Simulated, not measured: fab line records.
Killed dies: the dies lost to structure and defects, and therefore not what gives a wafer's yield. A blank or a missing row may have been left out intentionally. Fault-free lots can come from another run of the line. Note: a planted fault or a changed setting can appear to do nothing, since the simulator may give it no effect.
What tool caused it? + flow n5_finfet + Sampling: 12 lots, 36 wafers, 2 of 1938 route steps

== WHAT EACH GAUGE READ, for each wafer ==
N5_BEOL_M3_INSPECT_59: inspects for defects (darkfield).
| lot  | measured     | on                | raw_defect_count |
|------|--------------|-------------------|------------------|
| L077 | day 8 10:40  | defect_inspect-01 | 36 41 38         |
| L075 | day 8 14:32  | defect_inspect-02 | 57 45 57         |
| L079 | day 8 19:00  | defect_inspect-01 | 43 49 41         |
| L081 | day 10 03:23 | defect_inspect-01 | 69 83 60         |
| L085 | day 10 12:42 | defect_inspect-02 | 105 52 44        |
| L089 | day 12 10:21 | defect_inspect-02 | 34 52 66         |
| L083 | day 12 16:22 | defect_inspect-01 | 97 65 98         |
| L088 | day 12 20:17 | defect_inspect-01 | 80 49 63         |
| L093 | day 13 08:47 | defect_inspect-02 | 49 57 44         |
| L094 | day 13 15:36 | defect_inspect-02 | 49 53 47         |
| L095 | day 14 11:38 | defect_inspect-02 | 43 26 27         |
| L096 | day 14 13:57 | defect_inspect-01 | 57 42 44         |

== TOOL THAT RAN EACH LOT (tool first, then ch and the chambers of the sampled wafers, then the start) ==
| lot  | N5_BEOL_M3_ANNEAL_93         |
|------|------------------------------|
| L077 | pvd_sputter-02, day 8 09:11  |
| L075 | pvd_sputter-02, day 8 13:02  |
| L079 | pvd_sputter-03, day 8 17:34  |
| L081 | pvd_sputter-02, day 10 01:52 |
| L085 | pvd_sputter-01, day 10 11:15 |
| L089 | pvd_sputter-01, day 12 08:55 |
| L083 | pvd_sputter-02, day 12 14:56 |
| L088 | pvd_sputter-01, day 12 18:35 |
| L093 | pvd_sputter-03, day 13 07:19 |
| L094 | pvd_sputter-01, day 13 14:10 |
| L095 | pvd_sputter-02, day 14 10:12 |
| L096 | pvd_sputter-02, day 14 12:05 |
- N5_BEOL_M3_ANNEAL_93: time 240 s.

== THE ANSWER, worked out from the rows above alone ==
Rule: the usual values come from the lots themselves. The widest of any qualifying gaps counts: lots, ordered by their means at a reading, are off when they make up no more than a third of the lots, leave a main group of 4 or more, and stand apart from it by 3 or more times the standard deviation of that group's means. If all means in a main group match to the digits the tables above print for the reading, that group is not used. A lot without any number at a reading at which 4 lots or more have one is off too. Where the step has rows for the other lots, those lots are counted as sound.
No lot is off at any reading shown: from this, nothing can be told.

== WHAT THE SIMULATOR PUT IN ==
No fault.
